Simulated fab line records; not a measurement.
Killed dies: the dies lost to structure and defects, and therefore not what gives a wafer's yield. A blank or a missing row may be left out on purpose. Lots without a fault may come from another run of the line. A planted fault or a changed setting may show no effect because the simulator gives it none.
A sampling plan put to the test ; flow nand_harc ; each of the 18 faults these records tell of, on one fab line, judged from the records of the lots it struck
Plan = the line's own looks (route steps where a gauge or an inspection reads the wafer without altering it). A look is open to judgement when struck wafers have a number at it and the file gives its usual mean and standard deviation on fault-free wafers. Caught: a look later than the fault's first step finds the struck wafers' mean 4 or more of those standard deviations (sigma) from the usual mean. On the tool: the identical test, applied to the tool's own readings at the steps of the fault. Another recipe on the struck wafers, or a record that is blank for them alone, also counts as caught.

THE FAULTS, as the simulator had put them in
1. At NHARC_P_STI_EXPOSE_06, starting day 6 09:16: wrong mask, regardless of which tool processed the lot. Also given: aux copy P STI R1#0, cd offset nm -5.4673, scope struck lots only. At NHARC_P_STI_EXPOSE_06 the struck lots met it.
2. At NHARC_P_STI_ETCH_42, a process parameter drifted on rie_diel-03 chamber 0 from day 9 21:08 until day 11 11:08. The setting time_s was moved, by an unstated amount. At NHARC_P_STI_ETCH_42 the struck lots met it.
3. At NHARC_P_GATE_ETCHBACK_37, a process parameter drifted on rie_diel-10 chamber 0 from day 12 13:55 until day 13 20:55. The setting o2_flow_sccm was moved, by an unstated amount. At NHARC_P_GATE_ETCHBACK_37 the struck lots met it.
4. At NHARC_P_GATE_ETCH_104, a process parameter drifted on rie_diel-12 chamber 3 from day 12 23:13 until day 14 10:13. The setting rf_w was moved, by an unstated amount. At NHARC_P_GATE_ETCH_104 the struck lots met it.
5. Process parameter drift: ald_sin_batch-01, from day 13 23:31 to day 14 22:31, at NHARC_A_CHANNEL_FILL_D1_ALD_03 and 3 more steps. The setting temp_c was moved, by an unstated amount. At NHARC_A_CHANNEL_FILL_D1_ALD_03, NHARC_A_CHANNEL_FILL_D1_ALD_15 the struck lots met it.
6. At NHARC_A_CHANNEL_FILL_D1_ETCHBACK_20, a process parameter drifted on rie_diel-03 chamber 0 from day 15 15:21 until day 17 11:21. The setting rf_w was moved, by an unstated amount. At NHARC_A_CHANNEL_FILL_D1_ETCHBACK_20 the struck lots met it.
7. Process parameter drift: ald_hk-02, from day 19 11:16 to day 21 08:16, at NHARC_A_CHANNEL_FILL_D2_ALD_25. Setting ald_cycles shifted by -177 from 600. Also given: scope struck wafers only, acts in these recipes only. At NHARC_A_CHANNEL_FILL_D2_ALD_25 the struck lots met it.
8. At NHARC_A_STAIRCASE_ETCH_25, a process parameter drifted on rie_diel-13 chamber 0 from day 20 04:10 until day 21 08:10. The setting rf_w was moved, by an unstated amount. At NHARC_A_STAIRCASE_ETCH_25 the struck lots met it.
9. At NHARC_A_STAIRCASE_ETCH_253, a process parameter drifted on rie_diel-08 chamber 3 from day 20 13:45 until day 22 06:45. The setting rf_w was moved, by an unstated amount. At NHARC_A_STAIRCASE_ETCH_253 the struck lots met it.
10. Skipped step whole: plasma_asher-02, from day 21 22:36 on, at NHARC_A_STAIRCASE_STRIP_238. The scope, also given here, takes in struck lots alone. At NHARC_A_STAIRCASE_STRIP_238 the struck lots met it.
11. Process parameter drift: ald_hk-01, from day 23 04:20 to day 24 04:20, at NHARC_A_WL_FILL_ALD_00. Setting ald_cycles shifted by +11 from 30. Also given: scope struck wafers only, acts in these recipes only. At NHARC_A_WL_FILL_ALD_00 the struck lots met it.
12. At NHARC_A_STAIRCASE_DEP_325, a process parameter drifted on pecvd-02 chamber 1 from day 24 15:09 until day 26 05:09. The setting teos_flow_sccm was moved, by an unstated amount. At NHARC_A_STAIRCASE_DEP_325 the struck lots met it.
13. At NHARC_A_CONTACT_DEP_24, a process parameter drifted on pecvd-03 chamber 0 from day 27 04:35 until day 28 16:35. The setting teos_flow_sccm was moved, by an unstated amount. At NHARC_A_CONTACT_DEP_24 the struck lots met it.
14. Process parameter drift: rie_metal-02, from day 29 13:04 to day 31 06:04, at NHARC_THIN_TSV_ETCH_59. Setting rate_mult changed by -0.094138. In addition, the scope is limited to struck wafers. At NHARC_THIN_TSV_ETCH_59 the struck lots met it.
15. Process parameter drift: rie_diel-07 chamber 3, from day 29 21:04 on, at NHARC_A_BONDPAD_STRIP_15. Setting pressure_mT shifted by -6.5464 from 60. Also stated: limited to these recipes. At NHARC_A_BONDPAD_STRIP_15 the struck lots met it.
16. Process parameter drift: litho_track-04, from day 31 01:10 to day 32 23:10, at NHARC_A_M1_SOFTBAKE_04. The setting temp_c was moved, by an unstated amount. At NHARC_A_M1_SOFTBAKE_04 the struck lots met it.
17. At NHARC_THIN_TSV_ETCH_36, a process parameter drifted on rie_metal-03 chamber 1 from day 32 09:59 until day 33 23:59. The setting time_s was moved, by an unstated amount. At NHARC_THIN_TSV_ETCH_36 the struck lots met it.
18. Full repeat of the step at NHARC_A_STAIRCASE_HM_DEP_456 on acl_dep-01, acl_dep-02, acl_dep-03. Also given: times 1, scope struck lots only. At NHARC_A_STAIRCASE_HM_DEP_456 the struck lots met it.

WHAT THE PLAN SAW
fault;on the tool itself;first look that catches it;reading, sigma;median hours from its first step to that look;hours from the fault's start to the first struck lot there;judged looks passed uncaught
1;no reading that can be judged;no look after it can be judged;-;-;-;0
2;run_length_s -29 sigma;no look after it can be judged;-;-;-;0
3;o2_flow_sccm -67 sigma;no look after it can be judged;-;-;-;0
4;rf_fwd_power_W -21 sigma;not the one look that can be judged after it;-;-;-;1
5;susceptor_temp_C -99 or beyond sigma;not the one look that can be judged after it;-;-;-;1
6;rf_fwd_power_W -38 sigma;no look after it can be judged;-;-;-;0
7;under 2 sigma;no look after it can be judged;-;-;-;0
8;rf_fwd_power_W -32 sigma;not the one look that can be judged after it;-;-;-;1
9;rf_fwd_power_W +27 sigma;no look after it can be judged;-;-;-;0
10;the tool's record is blank for the struck wafers;no look after it can be judged;-;-;-;0
11;under 2 sigma;not the one look that can be judged after it;-;-;-;1
12;mfc_precursor_sccm +99 or beyond sigma;not the one look that can be judged after it;-;-;-;1
13;mfc_precursor_sccm +13 sigma;none of the 2 looks that can be judged after it;-;-;-;2
14;oes_product_au -4.6 sigma;no look after it can be judged;-;-;-;0
15;chamber_pressure_mTorr -99 or beyond sigma;not the one look that can be judged after it;-;-;-;1
16;heater_power_total_W -78 sigma;none of the 2 looks that can be judged after it;-;-;-;2
17;run_length_s -13 sigma;not the one look that can be judged after it;-;-;-;1
18;under 2 sigma;not the one look that can be judged after it;-;-;-;1
A dash: the fault is not caught, or the number is missing from these records.

Caught at a look: 0 of 18. Caught on the tool: 14 of 18. By one or the other: 14 of 18.
Caught on the tool alone: faults 2, 3, 4, 5, 6, 8, 9, 10, 12, 13, 14, 15, 16, 17.
Caught by neither: faults 1, 7, 11, 18.
